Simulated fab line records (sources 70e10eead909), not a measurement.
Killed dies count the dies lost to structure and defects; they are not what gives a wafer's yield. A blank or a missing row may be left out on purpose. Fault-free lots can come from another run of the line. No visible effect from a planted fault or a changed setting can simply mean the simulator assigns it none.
What tool caused it? || flow nand-harc || 13 lots with 39 wafers sampled at 5 steps, on a route of 1302 steps

WHAT THE GAUGES SHOWED, per wafer
NHARC_P_M0_OVL_MEAS_10: pitch 180 nm.
{"lot": "L664", "measured": "day 6 18:46", "on": "overlay-02", "overlay-x-nm (nm)": "-0.9 -0.4 -0.4", "overlay-y-nm (nm)": "1.2 1.0 0.6"}
{"lot": "L665", "measured": "day 7 06:17", "on": "overlay-01", "overlay-x-nm (nm)": "-0.2 0.2 -0.5", "overlay-y-nm (nm)": "0.5 0.1 0.4"}
{"lot": "L666", "measured": "day 7 14:24", "on": "overlay-01", "overlay-x-nm (nm)": "-2.6 -2.2 -1.7", "overlay-y-nm (nm)": "-0.2 0.2 0.3"}
{"lot": "L671", "measured": "day 10 00:02", "on": "overlay-02", "overlay-x-nm (nm)": "-0.2 -0.1 0.5", "overlay-y-nm (nm)": "-0.8 -0.3 -0.3"}
{"lot": "L675", "measured": "day 12 04:53", "on": "overlay-01", "overlay-x-nm (nm)": "1.3 1.1 0.5", "overlay-y-nm (nm)": "-1.0 -1.0 -0.7"}
{"lot": "L677", "measured": "day 12 05:26", "on": "overlay-02", "overlay-x-nm (nm)": "0.4 0.2 0.8", "overlay-y-nm (nm)": "0.8 1.0 0.5"}
{"lot": "L676", "measured": "day 12 07:51", "on": "overlay-02", "overlay-x-nm (nm)": "0.9 1.4 1.2", "overlay-y-nm (nm)": "0.0 0.1 -0.1"}
{"lot": "L679", "measured": "day 12 23:16", "on": "overlay-02", "overlay-x-nm (nm)": "-0.3 -0.1 0.1", "overlay-y-nm (nm)": "0.0 -0.4 0.4"}
{"lot": "L680", "measured": "day 13 17:28", "on": "overlay-02", "overlay-x-nm (nm)": "1.6 1.3 0.7", "overlay-y-nm (nm)": "0.3 0.3 -0.2"}
{"lot": "L682", "measured": "day 14 09:14", "on": "overlay-01", "overlay-x-nm (nm)": "0.3 0.7 1.3", "overlay-y-nm (nm)": "-0.6 -1.0 -0.8"}
{"lot": "L683", "measured": "day 14 17:28", "on": "overlay-01", "overlay-x-nm (nm)": "1.4 1.5 1.7", "overlay-y-nm (nm)": "-0.7 -1.1 -0.8"}
{"lot": "L684", "measured": "day 15 06:37", "on": "overlay-01", "overlay-x-nm (nm)": "0.5 -0.3 0.5", "overlay-y-nm (nm)": "-0.8 -1.1 -0.8"}
{"lot": "L685", "measured": "day 15 10:18", "on": "overlay-01", "overlay-x-nm (nm)": "0.2 -0.1 0.6", "overlay-y-nm (nm)": "2.1 2.2 2.1"}

NHARC_P_M0_CD_MEAS_16.
{"lot": "L664", "measured": "day 6 19:10", "on": "cd-sem-01", "cd-nm (nm)": "89.7 90.1 89.9"}
{"lot": "L665", "measured": "day 7 06:41", "on": "cd-sem-03", "cd-nm (nm)": "89.4 88.7 89.1"}
{"lot": "L666", "measured": "day 7 14:49", "on": "cd-sem-02", "cd-nm (nm)": "89.0 90.1 89.8"}
{"lot": "L671", "measured": "day 10 00:26", "on": "cd-sem-02", "cd-nm (nm)": "91.5 89.7 89.2"}
{"lot": "L675", "measured": "day 12 05:17", "on": "cd-sem-01", "cd-nm (nm)": "88.4 89.1 88.2"}
{"lot": "L677", "measured": "day 12 05:50", "on": "cd-sem-03", "cd-nm (nm)": "90.6 90.8 90.6"}
{"lot": "L676", "measured": "day 12 08:20", "on": "cd-sem-01", "cd-nm (nm)": "88.5 88.9 87.9"}
{"lot": "L679", "measured": "day 12 23:40", "on": "cd-sem-01", "cd-nm (nm)": "89.1 87.9 89.6"}
{"lot": "L680", "measured": "day 13 17:55", "on": "cd-sem-01", "cd-nm (nm)": "88.7 90.0 88.8"}
{"lot": "L682", "measured": "day 14 09:41", "on": "cd-sem-03", "cd-nm (nm)": "88.1 89.6 89.6"}
{"lot": "L683", "measured": "day 14 17:52", "on": "cd-sem-03", "cd-nm (nm)": "88.6 88.0 88.1"}
{"lot": "L684", "measured": "day 15 07:41", "on": "cd-sem-02", "cd-nm (nm)": "88.3 89.6 88.9"}
{"lot": "L685", "measured": "day 15 10:49", "on": "cd-sem-03", "cd-nm (nm)": "90.3 89.9 90.7"}

NHARC_END_SORT_01.
{"lot": "L665", "measured": "day 25 10:56", "on": "prober-01", "defect-limited-yield (%)": "88.2 88.3 87.7", "killed-at-array": "78 75 77", "killed-at-other": "0 1 0", "killed-at-periphery": "2 3 6", "killed-dies": "80 79 83", "killed-open": "2 4 8", "killed-short": "4 3 4"}
{"lot": "L671", "measured": "day 29 06:22", "on": "prober-02", "defect-limited-yield (%)": "92.0 0 0", "killed-at-array": "49 60 57", "killed-at-other": "2 0 0", "killed-at-periphery": "3 617 620", "killed-dies": "54 677 677", "killed-open": "4 4 4", "killed-short": "1 0 1"}
{"lot": "L682", "measured": "day 33 08:45", "on": "prober-02", "defect-limited-yield (%)": "88.6 88.8 87.7", "killed-at-array": "73 71 69", "killed-at-other": "1 1 6", "killed-at-periphery": "3 4 8", "killed-dies": "77 76 83", "killed-open": "2 2 5", "killed-short": "1 4 4"}

TOOL THAT RAN EACH LOT (tool first, then ch and the chambers of the sampled wafers, then the start)
{"lot": "L664", "NHARC_P_CONTACT_PVD_32": "pvd-sputter-02, day 6 18:46 or earlier", "NHARC_P_M0_ETCH_15": "rie-diel-13 ch 1,2, day 6 19:02"}
{"lot": "L665", "NHARC_P_CONTACT_PVD_32": "pvd-sputter-03, day 7 06:17 or earlier", "NHARC_P_M0_ETCH_15": "rie-diel-12 ch 0,2, day 7 06:34"}
{"lot": "L666", "NHARC_P_CONTACT_PVD_32": "pvd-sputter-03, day 7 14:24 or earlier", "NHARC_P_M0_ETCH_15": "rie-diel-13 ch 0,1,2, day 7 14:41"}
{"lot": "L671", "NHARC_P_CONTACT_PVD_32": "pvd-sputter-01, day 10 00:02 or earlier", "NHARC_P_M0_ETCH_15": "rie-diel-12 ch 0,2, day 10 00:19"}
{"lot": "L675", "NHARC_P_CONTACT_PVD_32": "pvd-sputter-01, day 12 04:53 or earlier", "NHARC_P_M0_ETCH_15": "rie-diel-13 ch 0,1, day 12 05:09"}
{"lot": "L677", "NHARC_P_CONTACT_PVD_32": "pvd-sputter-03, day 12 05:26 or earlier", "NHARC_P_M0_ETCH_15": "rie-diel-13 ch 0,1,3, day 12 05:43"}
{"lot": "L676", "NHARC_P_CONTACT_PVD_32": "pvd-sputter-01, day 12 07:51 or earlier", "NHARC_P_M0_ETCH_15": "rie-diel-02 ch 0,1,3, day 12 08:14"}
{"lot": "L679", "NHARC_P_CONTACT_PVD_32": "pvd-sputter-01, day 12 23:16 or earlier", "NHARC_P_M0_ETCH_15": "rie-diel-12 ch 0,1,3, day 12 23:33"}
{"lot": "L680", "NHARC_P_CONTACT_PVD_32": "pvd-sputter-02, day 13 17:28 or earlier", "NHARC_P_M0_ETCH_15": "rie-diel-12 ch 0,2,3, day 13 17:48"}
{"lot": "L682", "NHARC_P_CONTACT_PVD_32": "pvd-sputter-01, day 14 09:14 or earlier", "NHARC_P_M0_ETCH_15": "rie-diel-12 ch 2,3, day 14 09:33"}
{"lot": "L683", "NHARC_P_CONTACT_PVD_32": "pvd-sputter-01, day 14 17:28 or earlier", "NHARC_P_M0_ETCH_15": "rie-diel-13 ch 0,2,3, day 14 17:44"}
{"lot": "L684", "NHARC_P_CONTACT_PVD_32": "pvd-sputter-02, day 15 06:37 or earlier", "NHARC_P_M0_ETCH_15": "rie-diel-02 ch 0,1,3, day 15 07:34"}
{"lot": "L685", "NHARC_P_CONTACT_PVD_32": "pvd-sputter-03, day 15 10:18 or earlier", "NHARC_P_M0_ETCH_15": "rie-diel-12 ch 0,2,3, day 15 10:41"}
- NHARC_P_CONTACT_PVD_32: deposits Ti, target thk 5 nm, time 17.7 s.
- NHARC_P_M0_ETCH_15: etches the open film in C4F8/Ar, target depth 150 nm, overetch 15 nm, time 82.5 s.

AS READ BY THE TOOLS THEMSELVES (means over the sampled wafers that have a number; for cases with no such wafer, the mark the record gives instead)
NHARC_P_CONTACT_PVD_32.
{"lot": "L664", "tool": "pvd-sputter-02", "chamber-pressure-pa (Pa)": 5.000, "throttle-valve-pct (%)": 31.1}
{"lot": "L665", "tool": "pvd-sputter-03", "chamber-pressure-pa (Pa)": 5.008, "throttle-valve-pct (%)": 29.8}
{"lot": "L666", "tool": "pvd-sputter-03", "chamber-pressure-pa (Pa)": 5.003, "throttle-valve-pct (%)": 29.5}
{"lot": "L671", "tool": "pvd-sputter-01", "chamber-pressure-pa (Pa)": 5.005, "throttle-valve-pct (%)": 29.7}
{"lot": "L675", "tool": "pvd-sputter-01", "chamber-pressure-pa (Pa)": 4.996, "throttle-valve-pct (%)": 28.1}
{"lot": "L677", "tool": "pvd-sputter-03", "chamber-pressure-pa (Pa)": 4.995, "throttle-valve-pct (%)": 29.9}
{"lot": "L676", "tool": "pvd-sputter-01", "chamber-pressure-pa (Pa)": 5.003, "throttle-valve-pct (%)": 28.3}
{"lot": "L679", "tool": "pvd-sputter-01", "chamber-pressure-pa (Pa)": 5.007, "throttle-valve-pct (%)": 29.8}
{"lot": "L680", "tool": "pvd-sputter-02", "chamber-pressure-pa (Pa)": 4.988, "throttle-valve-pct (%)": 30.3}
{"lot": "L682", "tool": "pvd-sputter-01", "chamber-pressure-pa (Pa)": 5.012, "throttle-valve-pct (%)": 28.9}
{"lot": "L683", "tool": "pvd-sputter-01", "chamber-pressure-pa (Pa)": 5.001, "throttle-valve-pct (%)": 28.8}
{"lot": "L684", "tool": "pvd-sputter-02", "chamber-pressure-pa (Pa)": 5.006, "throttle-valve-pct (%)": 31.0}
{"lot": "L685", "tool": "pvd-sputter-03", "chamber-pressure-pa (Pa)": 5.009, "throttle-valve-pct (%)": 30.6}

NHARC_P_M0_ETCH_15.
{"lot": "L664", "tool": "rie-diel-13", "chamber-pressure-mTorr (mTorr)": 24.998, "oes-product-au (a.u.)": 0.902, "rf-vpp-V (V)": 441.7, "run-length-s (s)": 103.3}
{"lot": "L665", "tool": "rie-diel-12", "chamber-pressure-mTorr (mTorr)": 24.990, "oes-product-au (a.u.)": 0.931, "rf-vpp-V (V)": 439.5, "run-length-s (s)": 103.7}
{"lot": "L666", "tool": "rie-diel-13", "chamber-pressure-mTorr (mTorr)": 25.010, "oes-product-au (a.u.)": 0.920, "rf-vpp-V (V)": 442.2, "run-length-s (s)": 103.9}
{"lot": "L671", "tool": "rie-diel-12", "chamber-pressure-mTorr (mTorr)": 25.013, "oes-product-au (a.u.)": 0.978, "rf-vpp-V (V)": 438.9, "run-length-s (s)": 95.4}
{"lot": "L675", "tool": "rie-diel-13", "chamber-pressure-mTorr (mTorr)": 25.020, "oes-product-au (a.u.)": 0.972, "rf-vpp-V (V)": 443.4, "run-length-s (s)": 103.7}
{"lot": "L677", "tool": "rie-diel-13", "chamber-pressure-mTorr (mTorr)": 24.977, "oes-product-au (a.u.)": 0.925, "rf-vpp-V (V)": 443.0, "run-length-s (s)": 104.0}
{"lot": "L676", "tool": "rie-diel-02", "chamber-pressure-mTorr (mTorr)": 25.010, "oes-product-au (a.u.)": 0.952, "rf-vpp-V (V)": 441.1, "run-length-s (s)": 103.8}
{"lot": "L679", "tool": "rie-diel-12", "chamber-pressure-mTorr (mTorr)": 25.014, "oes-product-au (a.u.)": 0.954, "rf-vpp-V (V)": 440.8, "run-length-s (s)": 103.5}
{"lot": "L680", "tool": "rie-diel-12", "chamber-pressure-mTorr (mTorr)": 24.994, "oes-product-au (a.u.)": 0.955, "rf-vpp-V (V)": 439.5, "run-length-s (s)": 103.8}
{"lot": "L682", "tool": "rie-diel-12", "chamber-pressure-mTorr (mTorr)": 24.994, "oes-product-au (a.u.)": 0.963, "rf-vpp-V (V)": 441.6, "run-length-s (s)": 104.0}
{"lot": "L683", "tool": "rie-diel-13", "chamber-pressure-mTorr (mTorr)": 25.003, "oes-product-au (a.u.)": 0.933, "rf-vpp-V (V)": 441.2, "run-length-s (s)": 104.1}
{"lot": "L684", "tool": "rie-diel-02", "chamber-pressure-mTorr (mTorr)": 24.977, "oes-product-au (a.u.)": 0.944, "rf-vpp-V (V)": 442.0, "run-length-s (s)": 103.8}
{"lot": "L685", "tool": "rie-diel-12", "chamber-pressure-mTorr (mTorr)": 25.019, "oes-product-au (a.u.)": 0.946, "rf-vpp-V (V)": 439.9, "run-length-s (s)": 103.7}

THE ANSWER, worked out from the rows above alone
Rule: usual is defined by the lots themselves. The widest of any qualifying gaps counts: lots, ordered by their means at a reading, are off when they make up no more than a third of the lots, leave a main group of 4 or more, and stand apart from it by 3 or more times the standard deviation of that group's means. The tables above print the reading to a certain number of digits; a main group whose means all agree to those digits is not used. A lot without any number at a reading at which 4 lots or more have one is off too. All remaining lots with rows at the step are treated as sound. After the gauges, taken in route order, come the tools' own readings; for these a lot's mean is taken, as printed above. The first step at which some lot is off is used, and at that step the reading that is off furthest; a lot without a number counts as furthest.
Off: L671, at NHARC_P_M0_ETCH_15 (run-length-s). The main group: mean 103.8 s, standard deviation 0.21.
A tool fits if, at that step or a process step before it, it ran every lot that is off, and no sound lot after the first of them. NHARC_P_CONTACT_PVD_32 gives no start for some lots, so the hours and the order of its lots are those of NHARC_P_M0_OVL_MEAS_10. Of those tried, none fits.

WHAT HAD BEEN PUT IN BY THE SIMULATOR
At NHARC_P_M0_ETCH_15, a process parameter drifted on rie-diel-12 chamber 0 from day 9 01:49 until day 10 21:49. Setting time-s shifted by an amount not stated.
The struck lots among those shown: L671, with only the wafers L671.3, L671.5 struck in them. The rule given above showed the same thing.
